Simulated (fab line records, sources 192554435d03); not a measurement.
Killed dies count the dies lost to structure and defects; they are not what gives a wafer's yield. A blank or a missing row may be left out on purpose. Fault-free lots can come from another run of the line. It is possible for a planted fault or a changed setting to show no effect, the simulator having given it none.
What tool caused it? + flow n5-finfet + 12 lots with 36 wafers sampled at 4 steps, on a route of 1938 steps

## WHAT THE GAUGES READ, wafer by wafer
N5_BEOL_M0_SAQP_OVL_MEAS_15.
| lot  | measured     | on         | M0_CORE_OVL (nm) |
|------|--------------|------------|------------------|
| L075 | day 5 14:47  | overlay-01 | -2.2 -1.4 -1.6   |
| L077 | day 6 08:59  | overlay-01 | -0.1 -0.2 0.2    |
| L079 | day 7 01:24  | overlay-02 | -0.2 -0.5 0.0    |
| L081 | day 7 06:55  | overlay-01 | -0.8 -1.2 -0.4   |
| L083 | day 7 19:08  | overlay-02 | -1.5 -1.4 -1.6   |
| L085 | day 8 12:11  | overlay-01 | -1.2 -0.1 -0.7   |
| L087 | day 8 20:40  | overlay-01 | -1.0 -0.7 -0.6   |
| L089 | day 9 09:53  | overlay-02 | -0.8 -0.1 -0.7   |
| L091 | day 9 21:58  | overlay-02 | -0.7 0.2 -1.0    |
| L093 | day 10 08:38 | overlay-02 | -0.4 -0.4 -0.1   |
| L095 | day 10 18:18 | overlay-01 | -0.6 -1.0 0.3    |
| L097 | day 11 03:06 | overlay-01 | -0.6 0.3 0.1     |

## WHAT TOOL EACH LOT RAN ON (gives the tool, then ch and the chambers of the sampled wafers, and finally the start)
| lot  | N5_MOL_CONTACT_COAG_ETCH_67       | N5_BEOL_M0_SAQP_PECVD_04        | N5_BEOL_M0_SAQP_HM_DEP_111     |
|------|-----------------------------------|---------------------------------|--------------------------------|
| L075 | rie-diel-02 ch 1,2,3, day 5 06:52 | pecvd-02 ch 0,1,2, day 5 14:10  | pecvd-01 ch 0,1,2, day 5 14:18 |
| L077 | rie-diel-06 ch 0,1,2, day 6 03:27 | pecvd-02 ch 0,1,2, day 6 08:23  | pecvd-01 ch 0,1,2, day 6 08:31 |
| L079 | rie-diel-02 ch 0,1,3, day 6 18:27 | pecvd-04 ch 1,2, day 7 00:41    | pecvd-01 ch 1, day 7 00:49     |
| L081 | rie-diel-06 ch 0,2,3, day 7 00:29 | pecvd-04 ch 0,1, day 7 06:17    | pecvd-01 ch 0,1,2, day 7 06:26 |
| L083 | rie-diel-06 ch 0,1,3, day 7 13:04 | pecvd-01 ch 0,1, day 7 18:38    | pecvd-04 ch 0,1,2, day 7 18:46 |
| L085 | rie-diel-05 ch 1,2, day 8 06:35   | pecvd-02 ch 0,2, day 8 11:35    | pecvd-04 ch 0,1, day 8 11:43   |
| L087 | rie-diel-05 ch 0,1, day 8 13:49   | pecvd-02 ch 0,1, day 8 20:04    | pecvd-04 ch 1,2, day 8 20:11   |
| L089 | rie-diel-05 ch 1,2, day 9 01:59   | pecvd-02 ch 1,2, day 9 09:23    | pecvd-04 ch 0,2, day 9 09:32   |
| L091 | rie-diel-02 ch 1,2,3, day 9 15:29 | pecvd-02 ch 0,2, day 9 21:27    | pecvd-01 ch 0,1, day 9 21:35   |
| L093 | rie-diel-06 ch 0,2, day 10 02:30  | pecvd-01 ch 0,1, day 10 08:07   | pecvd-02 ch 1,2, day 10 08:16  |
| L095 | rie-diel-02 ch 1,3, day 10 12:02  | pecvd-02 ch 0,1,2, day 10 17:41 | pecvd-01 ch 1,2, day 10 17:50  |
| L097 | rie-diel-06 ch 2,3, day 10 19:37  | pecvd-02 ch 1,2, day 11 02:28   | pecvd-01 ch 0,1, day 11 02:37  |
- N5_MOL_CONTACT_COAG_ETCH_67: etches SOC in N2/H2, target depth 60 nm, overetch 21 nm, time 101.2 s.
- N5_BEOL_M0_SAQP_PECVD_04: deposits a-Si from SiH4/He, target thk 60 nm, time 60.2 s.
- N5_BEOL_M0_SAQP_HM_DEP_111: deposits SiO2 from SiH4/N2O, target thk 12 nm, time 7.2 s.

## THE ANSWER, worked out from the rows above alone
Rule: usual is defined by the lots themselves. The widest of any qualifying gaps counts: lots, ordered by their means at a reading, are off when they make up no more than a third of the lots, leave a main group of 4 or more, and stand apart from it by 3 or more times the standard deviation of that group's means. If all means in a main group match to the digits the tables above print for the reading, that group is not used. Also off: a lot with no number at a reading for which 4 or more lots have one. All remaining lots with rows at the step are treated as sound.
Nothing can be told from this: no lot is off at any reading shown.

## WHAT THE SIMULATOR HAD PUT IN
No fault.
